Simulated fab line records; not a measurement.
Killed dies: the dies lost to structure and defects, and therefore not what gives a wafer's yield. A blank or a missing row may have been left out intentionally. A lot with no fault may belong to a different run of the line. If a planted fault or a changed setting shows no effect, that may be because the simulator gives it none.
The same fault as seen by 2 desks -- flow n5-finfet -- each desk has only its own numbers; what lay behind them comes last

THE DEFECT DESK
Lot by lot, what the route's inspections counted, given as the mean of those sampled wafers with a number. If a lot's mean is further than 4 standard deviations from the usual mean, the lot is out of limits and carries the mark OUT (the distance appears in the brackets).
Columns: A = raw-defect-count at N5_MOL_CONTACT_COAG_INSPECT_57, usual 179
lot,first seen here,A
L158,day 5 06:00,202
L157,day 5 06:37,145
L159,day 5 12:15,175
L169,day 8 06:59,169
L171,day 8 16:45,209
L172,day 8 19:49,298
L173,day 9 03:13,193
L174,day 9 10:30,195
L176,day 10 07:06,114
L177,day 10 07:36,239
L178,day 10 10:19,215
This desk's finding: nothing out of limits on any of the 11 lots.

DESK OF THE TOOL OWNER: rie-diel-02
The tool's own readings at N5_MOL_CONTACT_COAG_ETCH_47 (etches SiNx in CH3F/O2, stops on W, target depth 27 nm): means of the sampled wafers that have a number, for each lot that ran on this tool. If a lot's mean is further than 4 standard deviations from the usual mean, the lot is out of limits and carries the mark OUT (the distance appears in the brackets).
Columns: A = drypump-motor-current-A at N5_MOL_CONTACT_COAG_ETCH_47, usual 5.6 A; B = etch-rf-on-time-s at N5_MOL_CONTACT_COAG_ETCH_47, usual 31.0 s; C = oes-product-au at N5_MOL_CONTACT_COAG_ETCH_47, usual 0.74 a.u.; D = rf-vpp-V at N5_MOL_CONTACT_COAG_ETCH_47, usual 296.8 V; E = showerhead-plenum-p-Torr at N5_MOL_CONTACT_COAG_ETCH_47, usual 2.01 Torr; F = throttle-valve-pct at N5_MOL_CONTACT_COAG_ETCH_47, usual 16.26 %
lot,first seen here,A,B,C,D,E,F
L157,day 5 07:13,5.0,31.0,0.69,293.4,1.98,16.48
L159,day 5 12:55,5.5,31.0,0.79,294.7,1.99,16.29
L169,day 8 07:47,5.8,33.1 (+4.2) OUT,0.74,296.3,2.03,16.20
L171,day 8 17:22,5.8,33.0 (+4.1) OUT,0.81,295.2,2.04,16.14
L172,day 8 20:26,5.5,32.8,0.80,299.5,2.13,16.13
This desk finds L169, L171 out of limits, L169 being first, at day 8 07:47 (etch-rf-on-time-s at N5_MOL_CONTACT_COAG_ETCH_47). Within limits: L157, L159, L172.

PUT TOGETHER
At day 8 07:47, on L169, L171, the tool owner's desk was in a position to raise an alarm.
Nothing out of limits was seen by the defect desk.
The defect desk has L169, L171 on record, within its limits.
The lots listed all ran N5_MOL_CONTACT_COAG_ETCH_47 on rie-diel-02.

WHAT THE SIMULATOR HAD INSERTED
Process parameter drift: rie-diel-02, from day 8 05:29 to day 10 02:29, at N5_MOL_CONTACT_COAG_ETCH_47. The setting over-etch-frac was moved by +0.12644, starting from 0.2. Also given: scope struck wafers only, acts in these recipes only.
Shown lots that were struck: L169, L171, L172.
Each desk's first reading out of limits, in hours after the fault started: the tool owner's desk, 2.
